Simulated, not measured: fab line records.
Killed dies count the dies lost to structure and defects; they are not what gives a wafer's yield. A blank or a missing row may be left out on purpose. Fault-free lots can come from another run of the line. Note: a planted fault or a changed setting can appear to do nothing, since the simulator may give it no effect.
fab line records | flow n5_finfet
[record] lots = 5 wafers = 15 last_day = 18
route steps=1938 shown BEOL_M5@1117 PASSIVATION@1936
lots untouched by any fault: they come from a run of this same line in which no faults occurred
start_h: hours from the record's opening day to when the first of the lot's shown wafers began | wait_h: how many hours have passed since the lot's step before this one | " identical to the entry in the row above | L1.1+2: one row covering several wafers at once | - no value present, or no start provided | * or withheld: withheld | < > ~ a bound
route shown NAME@n: names a module that has steps shown in the file, with the first one's number in the route | usual: mean/standard deviation of fault-free wafers | same: alike in all rows | chamber/n: place in a boat | sites: readings site by site | _std_site: standard deviation of those values | _edge_site: inner sites' mean taken away from outer sites' mean | radius_mm: for every site, how far away it sits from the centre of the wafer | mask NAME#n: copy n | behind: the most recent tool/chamber to have shaped the wafer | hold: reason for holding the lot/hours on hold/outcome of the hold | device: transistor that didn't switch, given as n, p or np | end of line: tests of these same wafers at the route's end | a step with no rows: only its recipe | killed: dies that structure and defects cost at the first sort, which is not the same as the wafer's yield | map: per-die view of a wafer (x killed, . not killed, _ where there is no die)
set.NAME: the setting the step ran with; set.NAME@STEP: the setting that earlier step ran with | model.NAME: the simulator's own value behind a step, which no gauge read
lots at some steps of the route; a table a step, a row a wafer
services: from which hour (start_h, from the record's first day; less than 0 if before it) a tool's chamber was out of use, for how many hours, and why
[[steps]]
[step N5_BEOL_M5_COAT_59]
[recipe] resist = SOC temp_c = 250 time_s = 60 spin_rpm = 1500 resist_thk_nm = 60
[step N5_BEOL_M5_COAT_60]
[recipe] resist = SiARC temp_c = 220 time_s = 60 spin_rpm = 1500 resist_thk_nm = 12
[step N5_BEOL_M5_COAT_71]
[recipe] resist = underlayer temp_c = 205 time_s = 60 spin_rpm = 1500 resist_thk_nm = 5
[step N5_BEOL_M5_COAT_05]
[recipe] resist = CAR-EUV spin_rpm = 1500 resist_thk_nm = 30
[step N5_BEOL_M5_EBR_07]
[recipe] solvent = PGMEA ebr_width_mm = 1.5
[step N5_BEOL_M5_SOFTBAKE_06]
[recipe] temp_c = 110 time_s = 60 resist = CAR-EUV
[step N5_BEOL_M5_EXPOSE_08]
[recipe] mask_id = M5 na = 0.33 source_shape = annular sigma_inner = 0.4 sigma_outer = 0.8 polarization = unpolarized target_cd_nm = 28 dose_mj = 35.75
[step N5_BEOL_M5_PEB_09]
[recipe] peb_temp_c = 100 peb_time_s = 60 resist = CAR-EUV
[step N5_BEOL_M5_DEVELOP_10]
[recipe] develop_time_s = 30 developer = TMAH resist = CAR-EUV rinse_liquid = surfactant_rinse dry = air_spin dev_temp_c = 23
[step N5_BEOL_M5_CD_MEAS_11]
[recipe] target_cd_nm = 27.74 landing_energy_ev = 500 detector = se_inlens
[usual] cd_nm = 27.99/0.24
// columns lot.wafer tool chamber start_h wait_h cd_nm
L149.3 cd_sem-02 0 188.34 - 28.02
L149.5 " 0 " " 27.94
L149.6 " 0 " " 27.73
L152.1 cd_sem-03 0 202.64 - 28.17
L152.2 " 0 " " 27.86
L152.5 " 0 " " 27.86
L156.1 cd_sem-01 0 236.97 - 28.00
L156.3 " 0 " " 28.15
L156.5 " 0 " " 27.65
L162.3 cd_sem-03 0 279.43 - 27.91
L162.5 " 0 " " 27.96
L162.6 " 0 " " 27.91
L168.2 cd_sem-01 0 332.06 - 27.89
L168.4 " 0 " " 28.25
L168.5 " 0 " " 27.74
[step N5_BEOL_M5_OVL_MEAS_12]
[recipe] points_per_wafer = 522
[usual] M5_OVL = -0.1/0.73
[same] points_per_wafer = 522
// columns lot.wafer tool chamber start_h wait_h M5_OVL[nm]
L149.3 overlay-01 0 188.37 0.0 -0.3
L149.5 " 0 " " -1.1
L149.6 " 0 " " -0.4
L152.1 overlay-01 0 202.67 0.0 -0.2
L152.2 " 0 " " 0.4
L152.5 " 0 " " -0.3
L156.1 overlay-01 0 237.00 0.0 1.2
L156.3 " 0 " " 0.2
L156.5 " 0 " " 1.1
L162.3 overlay-01 0 279.46 0.0 0.8
L162.5 " 0 " " 0.9
L162.6 " 0 " " 0.1
L168.2 overlay-01 0 332.09 0.0 -1.5
L168.4 " 0 " " -1.3
L168.5 " 0 " " -0.5
[step N5_BEOL_M5_INSPECT_13]
[recipe] mode = adi inspect_instrument = brightfield
[usual] raw_defect_count = 408/76
// columns lot.wafer tool chamber start_h wait_h raw_defect_count
L149.3 defect_inspect-01 - 188.42 0.0 527
L149.5 " - " " 389
L149.6 " - " " 376
L152.1 defect_inspect-01 - 202.73 0.1 441
L152.2 " - " " 339
L152.5 " - " " 378
L156.1 defect_inspect-01 - 237.06 0.1 304
L156.3 " - " " 332
L156.5 " - " " 348
L162.3 defect_inspect-01 - 279.51 0.0 425
L162.5 " - " " 452
L162.6 " - " " 454
L168.2 defect_inspect-01 - 332.14 0.0 625
L168.4 " - " " 352
L168.5 " - " " 467
[step N5_BEOL_M5_DESCUM_16]
[recipe] chemistry = O2 time_s = 7 source_power_w = 50 bias_power_w = 20 pressure_mtorr = 20 rf_frequency_hz = 2.712e+07 temp_c = 40 resist = CAR-EUV o2_flow_sccm = 225
[usual] drypump_motor_current_A = 5.5/0.38 oes_product_au = 0.78/0.079 rf_vpp_V = 243.3/1.4 showerhead_plenum_p_Torr = 2.12/0.073 throttle_valve_pct = 20.53/0.15
// columns lot.wafer tool chamber start_h wait_h drypump_motor_current_A oes_product_au rf_hours_counter_h rf_vpp_V showerhead_plenum_p_Torr throttle_valve_pct model.CAR-EUV_of_BEOL_M5_COAT_05.thk_nm model.BEOL_M5.cd_nm
L149.3 rie_diel-02 1 188.68 0.3 6.0 0.87 48 243.2 2.11 20.63 26.2 28.2
L149.5 " 2 " " 5.7 0.74 - 243.6 2.18 20.47 26.2 28.2
L149.6 " 1 " " 6.0 0.88 - 246.0 2.11 20.64 26.2 28
L152.1 rie_diel-04 2 203.51 0.8 5.0 0.91 14 244.2 2.13 20.48 26 28
L152.2 " 0 " " 5.4 0.73 197 243.7 2.19 20.42 26 28
L152.5 " 0 " " 5.4 0.73 - 244.9 2.19 20.39 26 28.2
L156.1 rie_diel-04 0 237.09 0.0 5.4 0.72 211 243.4 2.19 20.42 26.2 28
L156.3 " 2 " " 5.0 0.89 27 242.5 2.13 20.50 26.2 28
L156.5 " 1 " " 5.0 0.73 - 244.5 2.18 20.58 27.4 27.8
L162.3 rie_diel-02 0 279.76 0.2 5.5 0.77 133 243.2 2.10 20.62 26 28
L162.5 " 3 " " 5.7 0.87 - 244.1 2.21 20.26 26 28
L162.6 " 2 " " 5.7 0.73 - 243.5 2.17 20.51 26 28
L168.2 rie_diel-02 1 332.24 0.1 6.0 0.84 88 242.8 2.09 20.69 26 27.8
L168.4 " 3 " " 5.7 0.85 54 246.1 2.20 20.27 26 28
L168.5 " 3 " " 5.7 0.86 - 245.5 2.20 20.27 26 28
[step N5_BEOL_M5_ETCH_72]
[recipe] chemistry = N2/H2 target = underlayer target_depth_a = 65 mask_material = CAR-EUV time_s = 5.2 ion_energy_ev = 200 pressure_mtorr = 30 source_w = 840 bias_w = 150 n2_flow_sccm = 200 h2_flow_sccm = 200 ends = cleared
[usual] drypump_motor_current_A = 5.5/0.38 etch_rf_on_time_s = 5.20/0.14 oes_product_au = 0.67/0.067 rf_vpp_V = 524.7/2.6 showerhead_plenum_p_Torr = 2.57/0.089 throttle_valve_pct = 17.97/0.21
// columns lot.wafer tool chamber start_h wait_h drypump_motor_current_A etch_rf_on_time_s oes_product_au rf_hours_counter_h rf_vpp_V showerhead_plenum_p_Torr throttle_valve_pct
L149.3 rie_diel-02 1 188.71 0.0 6.1 5.06 0.75 48 524.5 2.58 18.17
L149.5 " 2 " " 5.7 5.08 0.64 - 527.1 2.65 17.89
L149.6 " 1 " " 6.1 5.15 0.75 - 522.8 2.58 18.16
L152.1 rie_diel-04 2 203.54 0.0 5.0 5.05 0.78 14 524.1 2.60 17.84
L152.2 " 0 " " 5.5 5.11 0.64 197 524.3 2.64 17.72
L152.5 " 0 " " 5.4 5.20 0.63 - 527.0 2.64 17.71
L156.1 rie_diel-04 0 237.13 0.0 5.4 5.09 0.62 211 526.1 2.63 17.75
L156.3 " 2 " " 5.0 5.10 0.76 27 526.1 2.59 17.86
L156.5 " 1 " " 5.0 5.55 0.62 - 527.0 2.63 17.88
L162.3 rie_diel-02 0 279.79 0.0 5.6 5.33 0.63 133 523.4 2.57 18.08
L162.5 " 3 " " 5.7 5.08 0.76 - 527.0 2.71 17.74
L162.6 " 2 " " 5.7 5.16 0.62 - 526.9 2.64 17.92
L168.2 rie_diel-02 1 332.27 0.0 6.0 5.17 0.71 88 523.7 2.57 18.24
L168.4 " 3 " " 5.7 5.11 0.74 54 526.5 2.70 17.76
L168.5 " 3 " " 5.7 5.14 0.73 - 530.1 2.70 17.77
[step N5_BEOL_M5_ETCH_61]
[recipe] chemistry = CF4 target = SiARC target_depth_a = 156 mask_material = CAR-EUV time_s = 26 ion_energy_ev = 80 pressure_mtorr = 40 source_w = 545 bias_w = 36 Ar_flow_sccm = 100 cf4_flow_sccm = 100 ends = cleared
[usual] drypump_motor_current_A = 5.5/0.38 etch_rf_on_time_s = 26.1/0.73 oes_product_au = 0.67/0.068 rf_vpp_V = 184.4/1.2 showerhead_plenum_p_Torr = 2.17/0.073 throttle_valve_pct = 15.72/0.12
// columns lot.wafer tool chamber start_h wait_h drypump_motor_current_A etch_rf_on_time_s oes_product_au rf_hours_counter_h rf_vpp_V showerhead_plenum_p_Torr throttle_valve_pct
L149.3 rie_diel-02 1 188.73 0.0 6.1 25.5 0.75 48 183.8 2.17 15.82
L149.5 " 2 " " 5.7 25.9 0.64 - 185.9 2.22 15.63
L149.6 " 1 " " 6.1 25.4 0.75 - 184.9 2.17 15.84
L152.1 rie_diel-04 2 203.56 0.0 5.0 25.7 0.78 14 183.8 2.19 15.66
L152.2 " 0 " " 5.4 26.2 0.62 197 184.8 2.23 15.56
L152.5 " 0 " " 5.5 26.2 0.62 - 186.7 2.23 15.56
L156.1 rie_diel-04 0 237.14 0.0 5.5 26.0 0.62 211 186.0 2.22 15.58
L156.3 " 2 " " 5.0 25.5 0.76 27 184.9 2.19 15.69
L156.5 " 1 " " 5.0 28.0 0.62 - 184.8 2.23 15.73
L162.3 rie_diel-02 0 279.81 0.0 5.5 26.2 0.65 133 183.8 2.17 15.81
L162.5 " 3 " " 5.7 25.6 0.75 - 184.8 2.28 15.55
L162.6 " 2 " " 5.7 26.0 0.62 - 184.9 2.21 15.69
L168.2 rie_diel-02 1 332.29 0.0 6.0 25.4 0.71 88 185.2 2.16 15.91
L168.4 " 3 " " 5.7 25.2 0.73 54 184.5 2.28 15.58
L168.5 " 3 " " 5.7 25.1 0.74 - 184.7 2.28 15.58
[step N5_BEOL_M5_ETCH_62]
[recipe] chemistry = N2/H2 target = SOC target_depth_a = 750 overetch_a = 150 mask_material = SiARC temp_c = 40 time_s = 112.5 ion_energy_ev = 200 pressure_mtorr = 30 source_w = 840 bias_w = 150 n2_flow_sccm = 200 h2_flow_sccm = 200
[usual] drypump_motor_current_A = 5.5/0.38 oes_product_au = 0.62/0.058 rf_vpp_V = 524.7/2.6 showerhead_plenum_p_Torr = 2.57/0.089 throttle_valve_pct = 17.93/0.21
// columns lot.wafer tool chamber start_h wait_h drypump_motor_current_A oes_product_au rf_hours_counter_h rf_vpp_V showerhead_plenum_p_Torr throttle_valve_pct model.BEOL_M5.cd_nm
L149.3 rie_diel-02 1 188.76 0.0 6.1 0.68 48 525.1 2.58 18.11 28
L149.5 " 2 " " 5.7 0.59 - 526.3 2.65 17.85 28.2
L149.6 " 1 " " 6.1 0.68 - 524.5 2.58 18.12 28
L152.1 rie_diel-04 2 203.59 0.0 5.0 0.71 14 525.9 2.59 17.80 27.8
L152.2 " 0 " " 5.5 0.58 197 526.1 2.64 17.68 28.2
L152.5 " 0 " " 5.4 0.58 - 526.2 2.64 17.68 28
L156.1 rie_diel-04 0 237.17 0.0 5.5 0.57 211 525.8 2.63 17.70 28
L156.3 " 2 " " 5.0 0.70 27 525.2 2.59 17.81 28
L156.5 " 1 " " 5.0 0.59 - 527.8 2.63 17.86 27.8
L162.3 rie_diel-02 0 279.84 0.0 5.5 0.60 133 525.4 2.57 18.06 28
L162.5 " 3 " " 5.7 0.68 - 528.8 2.71 17.69 28
L162.6 " 2 " " 5.7 0.58 - 525.9 2.64 17.89 27.8
L168.2 rie_diel-02 1 332.31 0.0 6.1 0.66 88 524.6 2.57 18.18 27.6
L168.4 " 3 " " 5.7 0.67 54 527.2 2.70 17.72 28
L168.5 " 3 " " 5.7 0.68 - 528.2 2.70 17.71 27.8
[step N5_BEOL_M5_STRIP_63]
[recipe] chemistry = N2/H2 temp_c = 40 n2_flow_sccm = 200 h2_flow_sccm = 200 rf_frequency_hz = 6e+07
[step N5_PASSIVATION_PROBE_49]
[usual] defect_limited_yield = 91.0/1.3 killed_at_M0_to_M3 = 33/10 killed_at_M4_up = 14/5.6 killed_at_contacts = 12/5.8 killed_at_front_end = 43/11 killed_at_other = 4.1/2.8 killed_dies = 106/15 killed_open = 70/12 killed_short = 34/7.5 sort_bin_4_leakage = 0.00/0.0099 sort_bin_5_function = 5.3/0.88 sort_bin_6_memory = 3.3/0.64 sort_bin_8_speed = 0.00/0.016 sort_n_pass = 1074/15 sort_yield_pct = 91.0/1.3
[same] gross_dies = 1180 killed_at_back_side = 0
// columns lot.wafer tool chamber start_h wait_h defect_limited_yield[%] killed_at_M0_to_M3 killed_at_M4_up killed_at_contacts killed_at_front_end killed_at_other killed_dies killed_open killed_short sort_bin_4_leakage[%] sort_bin_5_function[%] sort_bin_6_memory[%] sort_bin_8_speed[%] sort_n_pass sort_yield_pct[%]
L156.3 prober-01 - 347.40 0.1 91.4 42 12 5 40 2 101 55 43 0 3.9 3.6 0 1079 91.4
// killed by level:class
L156.3 BEOL_M0_SAQP:geometric_particle:short=12 FIN_SAQP:geometric_particle:short=10 STI_FIN_REVEAL:geometric_particle:open=10 BEOL_M0_SAQP:geometric_particle:open=6 BEOL_M1:geometric_particle:open=6 BEOL_M2:geometric_particle:open=5 BEOL_M2:geometric_particle:short=4 FIN_SAQP:geometric_particle:open=3
[[services]]
// columns tool chamber start_h hours kind
rie_diel-02 - 180.09 1.3 repair
rie_diel-04 1 214.95 6.7 repair
rie_diel-04 1 222.61 13.5 repair
rie_diel-02 1 230.65 2.4 repair
rie_diel-04 3 248.14 - clean
rie_diel-04 3 248.14 - consumable_replace:focus_ring
rie_diel-04 3 248.14 17.8 scheduled_down
rie_diel-04 3 248.14 17.8 vent_cycle
rie_diel-02 3 294.20 9.6 repair
rie_diel-04 3 330.35 22.4 repair
[[key]]
first_sign none at tools or gauges
[model_effect] step = N5_BEOL_M5_DESCUM_16 value = CAR-EUV_of_BEOL_M5_COAT_05.thk_nm without = 26.2 struck = 27.4
[model_effect] step = N5_BEOL_M5_ETCH_62 value = BEOL_M5.cd_nm without = 28.2 struck = 27.8
met_at N5_BEOL_M5_DESCUM_16
struck_wafers L156.5
onset_between 203.51 237.09
[fault] kind = process_parameter_drift tool = rie_diel-04 chamber = - onset_h = 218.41 steps = N5_BEOL_M5_DESCUM_16 channel = time_s offset = * shape = step end_h = 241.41 scope = struck_wafers_only acts_in = * stated = *
